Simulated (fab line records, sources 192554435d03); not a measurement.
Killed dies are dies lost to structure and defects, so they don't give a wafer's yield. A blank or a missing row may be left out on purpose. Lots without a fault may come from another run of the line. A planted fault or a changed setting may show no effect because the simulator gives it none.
Split-lot experiment | flow n5_finfet | 7 lots, 21 wafers read, on a route of 1938 steps

THE SPLIT
At N5_BEOL_M3_ETCH_41 (etches SiCN in CH3F/O2, target depth 29.9 nm, time 52.5 s), the setting target_depth_a was moved away from the recipe's 299 angstrom on 8 of the 21 wafers read, by -9.7% to +10.7%. The other wafers ran this setting at the recipe's value.

The reading is taken at the split's own step.

THE READING
etch.depth_nm (the simulator's own value, which no gauge read), in nm, at N5_BEOL_M3_ETCH_41 (etches SiCN in CH3F/O2, target depth 29.9 nm, time 52.5 s). The file gives no usual value for it. The 13 wafers here that ran the recipe average 19.75 nm, standard deviation 0.13 nm.

wafer  | tool, chamber at the split | target_depth_a as run, angstrom | against the recipe | etch.depth_nm, nm | against lot-mates on the recipe
L078.1 | rie_diel-02, 1             | 278.9                           | -6.7%              | 18.68             | -1.07
L078.4 | rie_diel-02, 3             | 299                             | recipe             | 19.8              | -
L078.5 | rie_diel-02, 2             | 299                             | recipe             | 19.7              | -
L079.1 | rie_diel-02, 3             | 269.9                           | -9.7%              | 17.73             | -1.81
L079.2 | rie_diel-02, 2             | 299                             | recipe             | 19.54             | -
L079.6 | rie_diel-02, 3             | 269.9                           | -9.7%              | 17.68             | -1.86
L080.1 | rie_diel-02, 1             | 299                             | recipe             | 19.85             | -
L080.2 | rie_diel-02, 0             | 299                             | recipe             | 19.91             | -
L080.3 | rie_diel-02, 3             | 299                             | recipe             | 19.86             | -
L082.2 | rie_diel-04, 0             | 299                             | recipe             | 19.66             | -
L082.4 | rie_diel-04, 2             | 316.3                           | +5.8%              | 21.02             | +1.23
L082.6 | rie_diel-04, 0             | 299                             | recipe             | 19.92             | -
L083.1 | rie_diel-02, 1             | 299                             | recipe             | 19.8              | -
L083.5 | rie_diel-02, 3             | 299                             | recipe             | 19.71             | -
L083.6 | rie_diel-02, 2             | 299                             | recipe             | 19.67             | -
L085.4 | rie_diel-04, 0             | 299                             | recipe             | 19.51             | -
L085.5 | rie_diel-04, 3             | 270.5                           | -9.5%              | 17.96             | -1.55
L085.6 | rie_diel-04, 2             | 270.5                           | -9.5%              | 17.85             | -1.66
L097.2 | rie_diel-02, 1             | 299                             | recipe             | 19.88             | -
L097.3 | rie_diel-02, 1             | 331                             | +10.7%             | 21.95             | +2.07
L097.5 | rie_diel-02, 2             | 331                             | +10.7%             | 21.74             | +1.86

THE FIT
A straight line over all 21 wafers: etch.depth_nm changes by +0.198 nm for each +1% of target_depth_a; r = +0.99; the points scatter about the line by 0.14 nm.
The same after taking each lot's own level away (the mean of its wafers on the recipe; 21 wafers): +0.181 nm for each +1%; r = +1.00; scatter 0.093 nm.
On that fit, the largest move of target_depth_a shifts the reading by 1.9 nm.
The lots' own levels span 19.510 to 19.880 nm, that is 2.9 times the standard deviation above.
So the lot-to-lot level changes the slope little: the two slopes agree.
Check: with one of the wafers moved furthest among these (+10.7%) left out of the fit, the line predicts +1.93 nm for it against its lot-mates. It came out at +2.07 nm against them.

OTHER SPLITS ON THESE WAFERS
These wafers also went through other splits before the reading. Each is held against what the fit with the lots' levels taken away leaves over:
other split on the same wafers            | wafers away from the commonest value | r with etch.depth_nm (lot level and that fit taken away)
N5_BEOL_M0_SAQP_SPACER1_ALD_98 ald_cycles | 6                                    | -0.21
N5_BEOL_M1_ETCH_64 source_w               | 8                                    | +0.29
N5_BEOL_M1_COAT_67 spin_rpm               | 5                                    | -0.57
N5_BEOL_M2_DESCUM_33 time_s               | 5                                    | -0.21
N5_BEOL_M2_ETCH_69 bias_w                 | 4                                    | +0.18
N5_BEOL_M3_ALD_98 ald_cycles              | 12                                   | -0.08

THE FILE'S OWN FIT
etch.depth_nm changes by +0.181 nm for each +1% of target_depth_a, r = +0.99.
